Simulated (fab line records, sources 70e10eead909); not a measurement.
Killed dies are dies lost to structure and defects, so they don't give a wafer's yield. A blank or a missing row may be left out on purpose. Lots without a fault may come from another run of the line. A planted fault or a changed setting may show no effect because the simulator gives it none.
Which tool did it? | flow nand_harc | 11 lots, 33 wafers sampled, at 7 steps of a route of 1159

WHAT THE GAUGES READ, wafer by wafer
NHARC_A_CHANNEL_HOLE_D1_INSPECT_12. Usual: raw_defect_count 5, standard deviation 3.1.
lot  | measured     | on                | raw_defect_count | flag
L734 | day 8 14:38  | defect_inspect-01 | 5 6 6            |
L733 | day 8 16:35  | defect_inspect-01 | 5 3 6            |
L735 | day 8 16:45  | defect_inspect-01 | 4 4 8            |
L736 | day 9 10:53  | defect_inspect-01 | 1 0 9            |
L740 | day 10 04:20 | defect_inspect-01 | 8 19 8           |
L746 | day 12 03:50 | defect_inspect-02 | 349 326 323      | OFF
L749 | day 12 13:59 | defect_inspect-02 | 350 319 322      | OFF
L752 | day 13 02:50 | defect_inspect-02 | 5 2 3            |
L753 | day 13 19:54 | defect_inspect-01 | 9 5 4            |
L754 | day 13 19:55 | defect_inspect-01 | 2 2 3            |
L755 | day 13 21:07 | defect_inspect-01 | 3 0 3            |

NHARC_A_CHANNEL_HOLE_D1_INSPECT_40. Usual: raw_defect_count 57, standard deviation 19.
lot  | measured     | on                | raw_defect_count | flag
L734 | day 8 21:35  | defect_inspect-01 | 61 39 39         |
L733 | day 8 23:40  | defect_inspect-02 | 44 64 45         |
L735 | day 9 01:44  | defect_inspect-02 | 20 43 36         |
L736 | day 9 20:25  | defect_inspect-01 | 45 59 47         |
L740 | day 10 11:32 | defect_inspect-01 | 68 60 70         |
L746 | day 12 11:00 | defect_inspect-02 | 437 391 386      | OFF
L749 | day 12 21:06 | defect_inspect-02 | 445 383 402      | OFF
L752 | day 13 10:08 | defect_inspect-02 | 58 39 56         |
L753 | day 14 07:03 | defect_inspect-01 | 68 65 51         |
L754 | day 14 02:52 | defect_inspect-01 | 44 35 56         |
L755 | day 14 11:12 | defect_inspect-02 | 66 73 63         |

NHARC_END_SORT_01. Usual: killed_at_array 26, standard deviation 10; killed_at_other 0.5, standard deviation 0.87; killed_at_periphery 3.0, standard deviation 2.5; killed_dies 29, standard deviation 11; killed_open 3.3, standard deviation 1.9; killed_short 1.8, standard deviation 1.5.
lot  | measured     | on        | killed_at_array | killed_at_other | killed_at_periphery | killed_dies | killed_open | killed_short | flag
L746 | day 23 07:49 | prober-02 | 97 90 97        | 1 0 0           | 1 1 6               | 99 91 103   | 5 2 4       | 2 2 4        | OFF
L749 | day 24 05:56 | prober-01 | 91 92 88        | 1 0 0           | 3 4 2               | 95 96 90    | 1 4 6       | 5 2 0        | OFF

WHICH TOOL RAN EACH LOT (tool, then ch and the chambers of the sampled wafers, then the start)
lot  | NHARC_A_CHANNEL_HOLE_D1_DEP_00 | NHARC_A_CHANNEL_HOLE_D1_DESCUM_15  | NHARC_A_CHANNEL_HOLE_D1_ETCH_34               | NHARC_A_CHANNEL_HOLE_D1_ETCH_16
L734 | acl_dep-01 ch 0, day 8 11:48   | rie_diel-05 ch 0,2,3, day 8 14:42  | rie_diel-05 ch 0,2,3, day 8 21:35 or earlier  | rie_diel-05 ch 0,2,3, day 8 21:35 or earlier
L733 | acl_dep-03 ch 0, day 8 14:08   | rie_diel-08 ch 2,3, day 8 16:38    | rie_diel-08 ch 2,3, day 8 23:40 or earlier    | rie_diel-08 ch 0,2,3, day 8 23:40 or earlier
L735 | acl_dep-01 ch 0, day 8 14:13   | rie_diel-05 ch 1,3, day 8 16:49    | rie_diel-05 ch 1,2,3, day 9 01:44 or earlier  | rie_diel-05 ch 0,2, day 9 01:44 or earlier
L736 | acl_dep-02 ch 0, day 9 08:34   | rie_diel-09 ch 0,1,3, day 9 10:59  | rie_diel-09 ch 0,1,3, day 9 20:25 or earlier  | rie_diel-09 ch 0,3, day 9 20:25 or earlier
L740 | acl_dep-03 ch 0, day 10 01:41  | rie_diel-09 ch 1,2,3, day 10 04:25 | rie_diel-09 ch 2,3, day 10 11:32 or earlier   | rie_diel-09 ch 2,3, day 10 11:32 or earlier
L746 | acl_dep-01 ch 0, day 12 01:41  | rie_diel-09 ch 2,3, day 12 03:55   | rie_diel-09 ch 2,3, day 12 11:00 or earlier   | rie_diel-09 ch 2,3, day 12 11:00 or earlier
L749 | acl_dep-01 ch 0, day 12 11:05  | rie_diel-08 ch 0,1,3, day 12 14:02 | rie_diel-08 ch 0,1,3, day 12 21:06 or earlier | rie_diel-08 ch 0,1,2, day 12 21:06 or earlier
L752 | acl_dep-03 ch 0, day 13 00:22  | rie_diel-09 ch 1,3, day 13 02:54   | rie_diel-09 ch 1,2, day 13 10:08 or earlier   | rie_diel-09 ch 1,2,3, day 13 10:08 or earlier
L753 | acl_dep-02 ch 0, day 13 12:04  | rie_diel-09 ch 1,3, day 13 19:58   | rie_diel-09 ch 1,3, day 14 07:03 or earlier   | rie_diel-09 ch 2,3, day 14 07:03 or earlier
L754 | acl_dep-02 ch 0, day 13 13:20  | rie_diel-05 ch 0,1,2, day 13 20:00 | rie_diel-05 ch 2,3, day 14 02:52 or earlier   | rie_diel-05 ch 1,2, day 14 02:52 or earlier
L755 | acl_dep-02 ch 0, day 13 18:20  | rie_diel-05 ch 0,1,3, day 13 21:11 | rie_diel-05 ch 0,1,2, day 14 11:12 or earlier | rie_diel-05 ch 1,2,3, day 14 11:12 or earlier
- NHARC_A_CHANNEL_HOLE_D1_DEP_00: deposits aC, target thk 3100 nm.
- NHARC_A_CHANNEL_HOLE_D1_DESCUM_15: chemistry O2, time 3 s.
- NHARC_A_CHANNEL_HOLE_D1_ETCH_34: etches the open film in CF4/CHF3, target depth 154 nm, time 77 s.
- NHARC_A_CHANNEL_HOLE_D1_ETCH_16: etches the open film in O2/COS, target depth 3100 nm, time 806 s.

WHAT THE TOOLS THEMSELVES READ (means of the sampled wafers that have a number; where no wafer has one, the mark that the record gives instead)
NHARC_A_CHANNEL_HOLE_D1_DEP_00. Usual: throttle_valve_pct 35.000 %, standard deviation 0.0086.
lot  | tool       | throttle_valve_pct (%) | flag
L734 | acl_dep-01 | 34.998                 |
L733 | acl_dep-03 | 35.001                 |
L735 | acl_dep-01 | 35.001                 |
L736 | acl_dep-02 | 34.997                 |
L740 | acl_dep-03 | 34.997                 |
L746 | acl_dep-01 | 34.995                 |
L749 | acl_dep-01 | 35.007                 |
L752 | acl_dep-03 | 34.998                 |
L753 | acl_dep-02 | 35.004                 |
L754 | acl_dep-02 | 34.991                 |
L755 | acl_dep-02 | 35.003                 |

NHARC_A_CHANNEL_HOLE_D1_DESCUM_15. Usual: drypump_motor_current_A 5.6 A, standard deviation 0.44; oes_product_au 0.999 a.u., standard deviation 0.0098; rf_vpp_V 57.8 V, standard deviation 0.82; showerhead_plenum_p_Torr 1.93 Torr, standard deviation 0.08; throttle_valve_pct 11.311 %, standard deviation 0.0089.
lot  | tool        | drypump_motor_current_A (A) | oes_product_au (a.u.) | rf_vpp_V (V) | showerhead_plenum_p_Torr (Torr) | throttle_valve_pct (%) | flag
L734 | rie_diel-05 | 5.4                         | 1.000                 | 58.1         | 1.95                            | 11.309                 |
L733 | rie_diel-08 | 5.4                         | 1.000                 | 57.0         | 1.89                            | 11.310                 |
L735 | rie_diel-05 | 6.0                         | 0.996                 | 58.1         | 1.97                            | 11.307                 |
L736 | rie_diel-09 | 5.4                         | 1.006                 | 57.8         | 1.97                            | 11.310                 |
L740 | rie_diel-09 | 5.4                         | 1.002                 | 58.4         | 1.98                            | 11.312                 |
L746 | rie_diel-09 | 5.6                         | 1.007                 | 58.3         | 1.92                            | 11.300                 |
L749 | rie_diel-08 | 5.7                         | 0.994                 | 58.0         | 1.84                            | 11.308                 |
L752 | rie_diel-09 | 5.3                         | 0.990                 | 58.1         | 2.03                            | 11.311                 |
L753 | rie_diel-09 | 5.3                         | 0.990                 | 57.6         | 2.04                            | 11.312                 |
L754 | rie_diel-05 | 5.8                         | 0.993                 | 57.9         | 1.94                            | 11.309                 |
L755 | rie_diel-05 | 5.9                         | 0.996                 | 58.7         | 1.98                            | 11.308                 |

NHARC_A_CHANNEL_HOLE_D1_ETCH_34. Usual: drypump_motor_current_A 5.5 A, standard deviation 0.41; oes_product_au 0.944 a.u., standard deviation 0.022; rf_vpp_V 371.3 V, standard deviation 2.2; showerhead_plenum_p_Torr 1.59 Torr, standard deviation 0.062; throttle_valve_pct 16.803 %, standard deviation 0.0092.
lot  | tool        | drypump_motor_current_A (A) | oes_product_au (a.u.) | rf_vpp_V (V) | showerhead_plenum_p_Torr (Torr) | throttle_valve_pct (%) | flag
L734 | rie_diel-05 | 5.4                         | 0.971                 | 371.3        | 1.60                            | 16.801                 |
L733 | rie_diel-08 | 5.5                         | 0.944                 | 369.4        | 1.54                            | 16.793                 |
L735 | rie_diel-05 | 5.5                         | 0.972                 | 371.9        | 1.60                            | 16.800                 |
L736 | rie_diel-09 | 5.4                         | 0.967                 | 372.7        | 1.62                            | 16.806                 |
L740 | rie_diel-09 | 5.6                         | 0.934                 | 370.5        | 1.58                            | 16.795                 |
L746 | rie_diel-09 | 5.6                         | 0.964                 | 370.5        | 1.58                            | 16.806                 |
L749 | rie_diel-08 | 5.7                         | 0.924                 | 368.5        | 1.52                            | 16.808                 |
L752 | rie_diel-09 | 5.5                         | 0.974                 | 370.7        | 1.59                            | 16.797                 |
L753 | rie_diel-09 | 5.3                         | 0.954                 | 374.0        | 1.67                            | 16.813                 |
L754 | rie_diel-05 | 5.1                         | 0.924                 | 372.3        | 1.61                            | 16.800                 |
L755 | rie_diel-05 | 5.8                         | 0.925                 | 371.1        | 1.59                            | 16.807                 |

NHARC_A_CHANNEL_HOLE_D1_ETCH_16. Usual: drypump_motor_current_A 5.6 A, standard deviation 0.43; oes_product_au 1.000 a.u., standard deviation 0.01; rf_vpp_V 314.6 V, standard deviation 1.9; showerhead_plenum_p_Torr 3.16 Torr, standard deviation 0.12; throttle_valve_pct 28.331 %, standard deviation 0.01.
lot  | tool        | drypump_motor_current_A (A) | oes_product_au (a.u.) | rf_vpp_V (V) | showerhead_plenum_p_Torr (Torr) | throttle_valve_pct (%) | flag
L734 | rie_diel-05 | 5.4                         | 1.007                 | 315.4        | 3.19                            | 28.335                 |
L733 | rie_diel-08 | 5.5                         | 1.007                 | 313.9        | 3.04                            | 28.333                 |
L735 | rie_diel-05 | 5.3                         | 0.999                 | 314.3        | 3.12                            | 28.324                 |
L736 | rie_diel-09 | 5.5                         | 1.003                 | 315.0        | 3.18                            | 28.332                 |
L740 | rie_diel-09 | 5.6                         | 1.004                 | 313.8        | 3.12                            | 28.336                 |
L746 | rie_diel-09 | 5.6                         | 1.006                 | 314.0        | 3.12                            | 28.339                 |
L749 | rie_diel-08 | 5.8                         | 0.998                 | 312.0        | 2.98                            | 28.329                 |
L752 | rie_diel-09 | 5.5                         | 1.006                 | 315.4        | 3.22                            | 28.325                 |
L753 | rie_diel-09 | 5.5                         | 1.003                 | 314.8        | 3.20                            | 28.331                 |
L754 | rie_diel-05 | 5.5                         | 0.991                 | 312.4        | 3.10                            | 28.326                 |
L755 | rie_diel-05 | 5.5                         | 0.992                 | 314.0        | 3.16                            | 28.326                 |

THE ANSWER, worked out from the rows above alone
Rule: a lot is off if the mean of its wafers that have a number lies more than 3 standard deviations from the usual mean. A lot without any number at a reading at which 4 lots or more have one is off too. The other lots that the step has rows for count as sound. The gauges are gone through in route order, then the tools' own readings, and for those a lot's mean is taken as printed above. The first step at which some lot is off is used, and at that step the reading that is off furthest; a lot without a number counts as furthest.
Off: L746, L749, at NHARC_A_CHANNEL_HOLE_D1_INSPECT_12 (raw_defect_count).
A tool fits if, at a process step before that reading, it ran every lot that is off, and no sound lot after the first of them. The gauges at NHARC_A_CHANNEL_HOLE_D1_INSPECT_12 aren't tried: what is off there is off at NHARC_END_SORT_01 too, on other tools, and a gauge's error can't cause that. One fits: acl_dep-01 at NHARC_A_CHANNEL_HOLE_D1_DEP_00. Its last sound lot is L735 (day 8 14:13), its first lot that is off L746 (day 12 01:41): a fault that began between those two fits.

WHAT THE SIMULATOR HAD PUT IN
Chamber particle source: acl_dep-01, from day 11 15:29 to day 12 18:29, at NHARC_A_CHANNEL_HOLE_D1_DEP_00. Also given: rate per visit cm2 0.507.
Lots struck among those shown: L746, L749. The rule above found the same.
